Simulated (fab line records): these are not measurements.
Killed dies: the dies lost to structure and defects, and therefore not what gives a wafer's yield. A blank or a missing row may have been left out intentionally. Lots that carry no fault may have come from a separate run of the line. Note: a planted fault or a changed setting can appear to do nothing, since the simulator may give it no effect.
fab line records -- flow n5-finfet
record: lots: 15, wafers: 40, last-day: 18
route steps=1938 shown BEOL_M12@1656 BEOL_M13@1673
lots that met no fault: taken from a fault-free run of the same line
start-h: hours from the record's first day to the start of the lot's first wafer shown -- wait-h: hours from the lot's prior step to this one -- " same as the row above -- L1.1+2: a row that stands for several wafers -- - no value, or no start given -- * or withheld: withheld -- < > ~ a bound
route shown NAME@n: names a module that has steps shown in the file, with the first one's number in the route -- usual: mean/standard deviation of fault-free wafers -- same: alike in all rows -- chamber/n: place in a boat -- sites: readings site by site -- _std_site: standard deviation of those values -- _edge_site: the outer-site mean with the inner-site mean subtracted -- radius-mm: how far each site lies from the wafer's centre -- mask NAME#n: copy n -- behind: the tool/chamber that last shaped the wafer -- hold: reason for holding the lot/hours on hold/outcome of the hold -- device: whichever transistor did not switch (one of n, p or np) -- end of line: the same wafers' tests at the end of the route -- where a step has no rows: the recipe by itself -- killed: not the wafer's yield, but the dies lost to structure and defects at the first sort -- map: the dies of a wafer, with x for killed, . for not killed, _ for no die there
set.NAME: setting as actually run; set.NAME@STEP: the setting as run at that earlier step -- model.NAME: the simulator's own value behind a step, which no gauge read
one table for each step of the route and one row for each wafer, over a sample of lots
services: a tool's chamber out of use, with start hour (start-h, from the record's first day; less than 0 if before it), hours out, and reason
== steps ==
step: N5_BEOL_M12_DEP_53
recipe: material: SiCN, target-thk-a: 300, temp-c: withheld, precursor: 3MS/NH3, pressure-torr: 3, rf-w: 675, time-s: 10.5
usual: showerhead-plenum-p-Torr: 4.169/0.018, throttle-valve-pct: 17.8/0.65
lot.wafer,tool,chamber,start-h,wait-h,showerhead-plenum-p-Torr,since-wet-clean-h,throttle-valve-pct
L598.3,pecvd-02,0,238.60,0.0,4.148,1305,18.2
L598.4,pecvd-02,2,238.60,0.0,4.143,-,18.2
L598.5,pecvd-02,0,238.60,0.0,4.148,-,18.3
L602.2,pecvd-02,0,269.98,0.0,4.141,1336,18.2
L602.3,pecvd-02,1,269.98,0.0,4.172,2061,18.9
L602.4,pecvd-02,0,269.98,0.0,4.146,-,18.5
L604.1,pecvd-01,1,287.88,0.0,4.170,1898,17.5
L604.6,pecvd-01,2,287.88,0.0,4.156,-,17.9
L606.2,pecvd-02,0,292.70,0.0,4.139,1359,18.1
L606.3,pecvd-02,1,292.70,0.0,4.161,2084,19.1
L606.6,pecvd-02,2,292.70,0.0,4.135,-,18.2
L605.3,pecvd-02,1,294.20,0.0,4.176,2086,18.8
L605.4,pecvd-02,0,294.20,0.0,4.142,-,18.3
L609.4,pecvd-02,2,320.43,0.0,4.140,-,18.0
L609.6,pecvd-02,0,320.43,0.0,4.149,-,18.2
L611.1,pecvd-03,1,327.83,0.0,4.154,1575,16.7
L611.2,pecvd-03,0,327.83,0.0,4.198,850,17.9
L611.5,pecvd-03,0,327.83,0.0,4.201,-,18.0
L610.3,pecvd-01,0,330.51,0.0,4.173,1216,17.8
L610.4,pecvd-01,0,330.51,0.0,4.167,-,17.9
L610.5,pecvd-01,1,330.51,0.0,4.170,-,17.2
L612.2,pecvd-02,2,342.96,0.0,4.132,655,18.1
L612.5,pecvd-02,1,342.96,0.0,4.172,-,19.0
L612.6,pecvd-02,2,342.96,0.0,4.154,-,18.0
L613.4,pecvd-03,1,349.12,0.0,4.171,-,16.9
L613.5,pecvd-03,2,349.12,0.0,4.186,-,17.1
L613.6,pecvd-03,0,349.12,0.0,4.194,-,18.0
L617.2,pecvd-03,1,359.34,0.0,4.171,1607,16.7
L617.3,pecvd-03,0,359.34,0.0,4.215,882,18.0
L617.4,pecvd-03,0,359.34,0.0,4.193,-,18.4
L618.4,pecvd-02,0,359.70,0.0,4.142,-,18.4
L618.5,pecvd-02,1,359.70,0.0,4.164,-,18.7
L616.1,pecvd-01,1,365.85,0.0,4.189,1976,17.5
L616.4,pecvd-01,2,365.85,0.0,4.159,-,17.7
L616.5,pecvd-01,0,365.85,0.0,4.178,-,17.6
L619.1,pecvd-01,0,387.42,0.0,4.161,1273,17.5
L619.3,pecvd-01,2,387.42,0.0,4.168,519,17.7
L620.2,pecvd-03,2,397.90,0.0,4.188,166,16.9
L620.4,pecvd-03,2,397.90,0.0,4.188,-,17.0
L620.5,pecvd-03,1,397.90,0.0,4.176,-,16.7
step: N5_BEOL_M13_ETCH_59
recipe: chemistry: N2/H2, target: BARC, target-depth-a: 890, overetch-a: 267, time-s: 67.9, ion-energy-ev: 200, pressure-mtorr: 30, source-w: 840, bias-w: 150, n2-flow-sccm: 200, h2-flow-sccm: 200
usual: chamber-pressure-mTorr: 29.997/0.029, drypump-motor-current-A: 5.8/0.48, oes-product-au: 0.66/0.087, rf-vpp-V: 524.5/2.2, showerhead-plenum-p-Torr: 2.57/0.081, throttle-valve-pct: 17.97/0.26
lot.wafer,tool,chamber,start-h,wait-h,chamber-pressure-mTorr,drypump-motor-current-A,oes-product-au,rf-hours-counter-h,rf-vpp-V,showerhead-plenum-p-Torr,throttle-valve-pct
L598.3,rie-diel-03,2,239.43,0.0,30.049,5.7,0.66,126,523.5,2.57,18.21
L598.4,rie-diel-03,3,239.43,0.0,30.014,5.8,0.57,241,526.3,2.64,18.61
L598.5,rie-diel-03,2,239.43,0.0,30.013,5.6,0.65,-,523.6,2.57,18.24
L602.2,rie-diel-05,3,270.84,0.0,29.935,6.0,0.57,249,521.1,2.51,18.15
L602.3,rie-diel-05,1,270.84,0.0,30.001,5.1,0.59,216,526.2,2.65,18.28
L602.4,rie-diel-05,2,270.84,0.0,30.001,6.3,0.62,229,524.3,2.63,18.01
L604.1,rie-diel-05,2,289.54,0.0,30.008,6.4,0.61,235,526.0,2.63,18.00
L604.6,rie-diel-05,0,289.54,0.0,29.971,5.3,0.63,-,527.0,2.62,17.65
L606.2,rie-diel-05,0,293.87,0.0,30.030,5.3,0.63,189,525.3,2.62,17.64
L606.3,rie-diel-05,2,293.87,0.0,29.971,6.3,0.61,237,524.7,2.63,18.02
L606.6,rie-diel-05,3,293.87,0.0,29.961,6.0,0.82,-,522.5,2.51,17.72
L605.3,rie-diel-06,0,294.90,0.0,29.997,5.7,0.58,234,526.4,2.61,17.88
L605.4,rie-diel-06,3,294.90,0.0,30.009,5.2,0.61,242,521.3,2.39,17.87
L609.4,rie-diel-06,2,321.25,0.0,30.026,6.8,0.64,176,521.1,2.43,18.05
L609.6,rie-diel-06,1,321.25,0.0,30.009,5.7,0.57,-,524.8,2.60,17.73
L611.1,rie-diel-03,2,328.69,0.0,29.939,5.6,0.64,147,524.2,2.56,18.27
L611.2,rie-diel-03,3,328.69,0.0,30.045,5.9,0.82,9,525.9,2.63,18.23
L611.5,rie-diel-03,3,328.69,0.0,29.926,5.9,0.82,-,526.1,2.63,18.22
L610.3,rie-diel-05,3,331.39,0.0,29.975,6.1,0.78,13,523.4,2.50,17.74
L610.4,rie-diel-05,1,331.39,0.0,30.017,5.1,0.58,229,526.1,2.64,18.30
L610.5,rie-diel-05,0,331.39,0.0,29.981,5.3,0.62,-,526.4,2.62,17.66
L612.2,rie-diel-05,0,343.79,0.0,29.989,5.3,0.61,203,527.4,2.62,17.67
L612.5,rie-diel-05,0,343.79,0.0,29.999,5.3,0.61,-,525.3,2.62,17.66
L612.6,rie-diel-05,1,343.79,0.0,30.065,5.1,0.58,-,527.4,2.64,18.30
L613.4,rie-diel-03,3,349.95,0.0,30.022,5.9,0.79,18,525.4,2.63,18.23
L613.5,rie-diel-03,1,349.95,0.0,30.047,6.4,0.80,-,525.0,2.62,17.89
L613.6,rie-diel-03,2,349.95,0.0,30.000,5.6,0.63,-,524.3,2.56,18.27
L617.2,rie-diel-03,0,360.04,0.0,30.014,5.9,0.58,245,525.9,2.62,18.18
L617.3,rie-diel-03,2,360.04,0.0,30.034,5.7,0.63,158,524.9,2.55,18.28
L617.4,rie-diel-03,1,360.04,0.0,29.986,6.4,0.78,11,526.2,2.62,17.89
L618.4,rie-diel-03,2,360.38,0.0,29.954,5.7,0.63,158,523.8,2.55,18.27
L618.5,rie-diel-03,1,360.38,0.0,30.043,6.4,0.79,-,525.1,2.62,17.88
L616.1,rie-diel-03,0,374.50,0.0,29.985,5.9,0.58,248,525.8,2.62,18.18
L616.4,rie-diel-03,3,374.50,0.0,30.046,5.9,0.79,23,526.6,2.62,18.25
L616.5,rie-diel-03,0,374.50,0.0,29.976,6.0,0.58,-,526.0,2.62,18.20
L619.1,rie-diel-06,0,388.25,0.0,29.997,5.8,0.80,5,526.9,2.60,17.52
L619.3,rie-diel-06,3,388.25,0.0,29.970,5.1,0.79,17,529.6,2.70,17.31
L620.2,rie-diel-03,1,399.13,0.0,29.958,6.4,0.75,24,525.5,2.62,17.90
L620.4,rie-diel-03,2,399.13,0.0,29.979,5.7,0.62,172,522.3,2.55,18.30
L620.5,rie-diel-03,1,399.13,0.0,29.971,6.4,0.76,-,525.9,2.62,17.91
step: N5_BEOL_M13_DEVELOP_27
recipe: develop-time-s: 45, rinse-liquid: diw, dry: air-spin, dev-temp-c: 21
usual: chill-plate-temp-C: 22.97/0.11, develop-time-s: 45/0
lot.wafer,tool,chamber,start-h,wait-h,chill-plate-temp-C,develop-time-s
L598.3,litho-track-02,0,240.14,-,23.11,45
L598.4,litho-track-02,0,240.14,-,22.98,45
L598.5,litho-track-02,0,240.14,-,23.07,45
L602.2,litho-track-04,0,271.68,-,22.88,45
L602.3,litho-track-04,0,271.68,-,22.98,45
L602.4,litho-track-04,0,271.68,-,22.97,45
L604.1,litho-track-05,0,290.25,-,23.07,45
L604.6,litho-track-05,0,290.25,-,23.07,45
L606.2,litho-track-02,0,294.58,-,23.12,45
L606.3,litho-track-02,0,294.58,-,23.13,45
L606.6,litho-track-02,0,294.58,-,23.11,45
L605.3,litho-track-02,0,295.74,-,22.86,45
L605.4,litho-track-02,0,295.74,-,22.89,45
L609.4,litho-track-02,0,321.96,-,22.72,45
L609.6,litho-track-02,0,321.96,-,22.84,45
L611.1,litho-track-04,0,329.40,-,23.01,45
L611.2,litho-track-04,0,329.40,-,23.10,45
L611.5,litho-track-04,0,329.40,-,23.00,45
L610.3,litho-track-04,-,332.23,-,-,-
L610.4,litho-track-04,-,332.23,-,-,-
L610.5,litho-track-04,-,332.23,-,-,-
L612.2,litho-track-02,-,344.50,-,-,-
L612.5,litho-track-02,-,344.50,-,-,-
L612.6,litho-track-02,-,344.50,-,-,-
L613.4,litho-track-02,-,350.66,-,-,-
L613.5,litho-track-02,-,350.66,-,-,-
L613.6,litho-track-02,-,350.66,-,-,-
L617.2,litho-track-02,0,360.75,-,22.98,45
L617.3,litho-track-02,0,360.75,-,22.88,45
L617.4,litho-track-02,0,360.75,-,23.00,45
L618.4,litho-track-05,0,361.10,-,22.99,45
L618.5,litho-track-05,0,361.10,-,23.12,45
L616.1,litho-track-02,0,375.36,-,22.92,45
L616.4,litho-track-02,0,375.36,-,22.92,45
L616.5,litho-track-02,0,375.36,-,22.85,45
L619.1,litho-track-02,0,389.09,-,22.94,45
L619.3,litho-track-02,0,389.09,-,23.11,45
L620.2,litho-track-02,0,399.97,-,23.06,45
L620.4,litho-track-02,0,399.97,-,23.00,45
L620.5,litho-track-02,0,399.97,-,23.01,45
step: N5_BEOL_M13_ETCH_68
recipe: chemistry: N2/H2, target: SOC, mask-material: SiARC, source-w: 3000, bias-w: 350, temp-c: 40, time-s: 355, ion-energy-ev: 200, pressure-mtorr: 30, n2-flow-sccm: 200, h2-flow-sccm: 200
usual: chamber-pressure-mTorr: 29.999/0.028, drypump-motor-current-A: 5.8/0.53, oes-product-au: 0.77/0.11, rf-vpp-V: 524.5/2.5, showerhead-plenum-p-Torr: 2.57/0.089, throttle-valve-pct: 17.77/0.29
lot.wafer,tool,chamber,start-h,wait-h,chamber-pressure-mTorr,drypump-motor-current-A,oes-product-au,rf-hours-counter-h,rf-vpp-V,showerhead-plenum-p-Torr,throttle-valve-pct
L598.3,rie-diel-06,0,240.52,0.1,29.989,5.7,0.68,215,524.6,2.62,17.73
L598.4,rie-diel-06,3,240.52,0.1,29.985,5.2,0.72,222,520.1,2.40,17.72
L598.5,rie-diel-06,2,240.52,0.1,29.999,6.8,0.76,-,521.3,2.44,17.88
L602.2,rie-diel-06,1,272.06,0.1,30.001,5.7,0.67,231,527.0,2.60,17.59
L602.3,rie-diel-06,2,272.06,0.1,29.928,6.7,0.75,162,521.1,2.44,17.90
L602.4,rie-diel-06,0,272.06,0.1,30.083,5.7,0.69,226,526.6,2.62,17.77
L604.1,rie-diel-05,3,290.63,0.1,29.979,6.1,0.96,1,523.4,2.51,17.60
L604.6,rie-diel-05,2,290.63,0.1,30.033,6.3,0.71,-,525.3,2.63,17.90
L606.2,rie-diel-05,0,294.97,0.1,30.022,5.3,0.72,189,525.5,2.62,17.55
L606.3,rie-diel-05,3,294.97,0.1,29.990,6.1,0.94,3,523.5,2.51,17.62
L606.6,rie-diel-05,3,294.97,0.1,30.047,6.0,0.95,-,522.7,2.50,17.59
L605.3,rie-diel-05,0,296.12,0.1,29.986,5.3,0.72,190,526.9,2.62,17.52
L605.4,rie-diel-05,3,296.12,0.1,29.993,6.1,0.94,-,522.1,2.51,17.59
L609.4,rie-diel-05,3,322.34,0.1,29.999,6.1,0.91,11,522.0,2.50,17.62
L609.6,rie-diel-05,1,322.34,0.1,30.022,5.1,0.67,-,524.8,2.64,18.21
L611.1,rie-diel-03,0,330.28,0.1,30.026,5.9,0.68,234,526.0,2.63,18.05
L611.2,rie-diel-03,2,330.28,0.1,29.997,5.7,0.74,148,524.6,2.56,18.13
L611.5,rie-diel-03,0,330.28,0.1,30.013,5.9,0.67,-,525.7,2.63,18.06
L610.3,rie-diel-03,1,332.75,0.1,29.949,6.4,0.94,2,526.1,2.63,17.76
L610.4,rie-diel-03,2,332.75,0.1,30.014,5.7,0.74,149,524.4,2.56,18.14
L610.5,rie-diel-03,2,332.75,0.1,29.996,5.7,0.74,-,522.8,2.56,18.14
L612.2,rie-diel-03,1,344.88,0.1,29.999,6.4,0.93,6,524.7,2.62,17.77
L612.5,rie-diel-03,0,344.88,0.1,30.020,5.9,0.67,-,526.5,2.63,18.06
L612.6,rie-diel-03,3,344.88,0.1,29.991,5.9,0.92,-,523.0,2.63,18.11
L613.4,rie-diel-06,2,351.14,0.1,29.946,6.7,0.74,-,520.7,2.43,17.94
L613.5,rie-diel-06,3,351.14,0.1,30.008,5.2,0.97,-,527.7,2.70,17.17
L613.6,rie-diel-06,0,351.14,0.1,30.012,5.7,0.67,-,525.8,2.60,17.80
L617.2,rie-diel-06,3,361.14,0.1,29.978,5.2,0.95,9,527.7,2.70,17.17
L617.3,rie-diel-06,2,361.14,0.1,30.050,6.7,0.74,193,520.9,2.43,17.96
L617.4,rie-diel-06,1,361.14,0.1,29.984,5.7,0.98,-,525.7,2.59,17.18
L618.4,rie-diel-06,2,361.79,0.1,29.981,6.7,0.73,-,521.3,2.43,17.95
L618.5,rie-diel-06,3,361.79,0.1,29.969,5.2,0.95,-,529.0,2.70,17.19
L616.1,rie-diel-03,0,376.21,0.1,29.990,5.9,0.67,249,526.6,2.62,18.08
L616.4,rie-diel-03,2,376.21,0.1,30.013,5.7,0.73,163,523.7,2.55,18.17
L616.5,rie-diel-03,2,376.21,0.1,29.984,5.7,0.73,-,525.1,2.55,18.18
L619.1,rie-diel-05,2,389.47,0.1,30.024,6.3,0.95,6,526.7,2.62,17.43
L619.3,rie-diel-05,3,389.47,0.1,30.022,6.0,0.87,32,521.9,2.49,17.64
L620.2,rie-diel-06,1,400.35,0.1,29.956,5.7,0.93,15,525.3,2.59,17.18
L620.4,rie-diel-06,0,400.35,0.1,29.975,5.7,0.94,10,526.2,2.60,17.40
L620.5,rie-diel-06,2,400.35,0.1,29.994,6.7,0.72,-,521.8,2.42,17.98
== services ==
tool,chamber,start-h,hours,kind
pecvd-02,-,222.95,4.3,pm
rie-diel-03,-,242.73,14.6,pm
pecvd-02,-,271.36,6.0,pm
rie-diel-03,3,279.83,-,clean
rie-diel-03,3,279.83,-,consumable-replace:focus-ring
rie-diel-03,3,279.83,23.5,scheduled-down
rie-diel-03,3,279.83,23.5,vent-cycle
rie-diel-05,1,282.09,17.6,repair
pecvd-03,2,293.08,6.2,repair
rie-diel-05,2,299.70,4.2,repair
rie-diel-05,-,302.74,1.0,repair
rie-diel-03,1,303.75,-,clean
rie-diel-03,1,303.75,-,consumable-replace:focus-ring
rie-diel-03,1,303.75,22.1,scheduled-down
pecvd-01,-,318.70,1.5,repair
pecvd-02,-,324.30,4.8,repair
rie-diel-06,1,329.32,4.8,repair
rie-diel-05,2,346.06,7.8,repair
rie-diel-03,3,352.59,6.3,repair
pecvd-01,-,353.54,0.9,repair
pecvd-03,2,354.14,3.8,repair
pecvd-02,-,358.15,0.5,repair
pecvd-03,-,380.21,3.3,repair
pecvd-01,2,382.85,2.5,repair
== key ==
first-sign: step: N5_BEOL_M13_DEVELOP_27, reading: tool-record, direction: missing
effect none on later readings
met-at N5_BEOL_M13_DEVELOP_27
struck-lots L610,L612,L613
later-rows-left-out L610.3,L610.4,L610.5,L612.2,L612.5,L612.6,L613.4,L613.5,L613.6
sort-left-out L610.3,L610.4,L610.5,L612.2,L612.5,L612.6,L613.4,L613.5,L613.6
not-acting-at N5_BEOL_M12_DEP_53,N5_BEOL_M13_ETCH_59,N5_BEOL_M13_ETCH_68
onset-between 329.40 332.23
fault: kind: skipped-step-whole, tool: litho-track-02,litho-track-04, chamber: -, onset-h: 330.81, steps: N5_BEOL_M13_DEVELOP_27, scope: struck-lots-only
sort-left-out: the simulated sort isn't trusted on such a fault, so these wafers' sort isn't shown, and their yield isn't known
later-rows-left-out: the simulator's readings of these wafers behind a module that went badly wrong aren't trusted and aren't shown, but for the sort
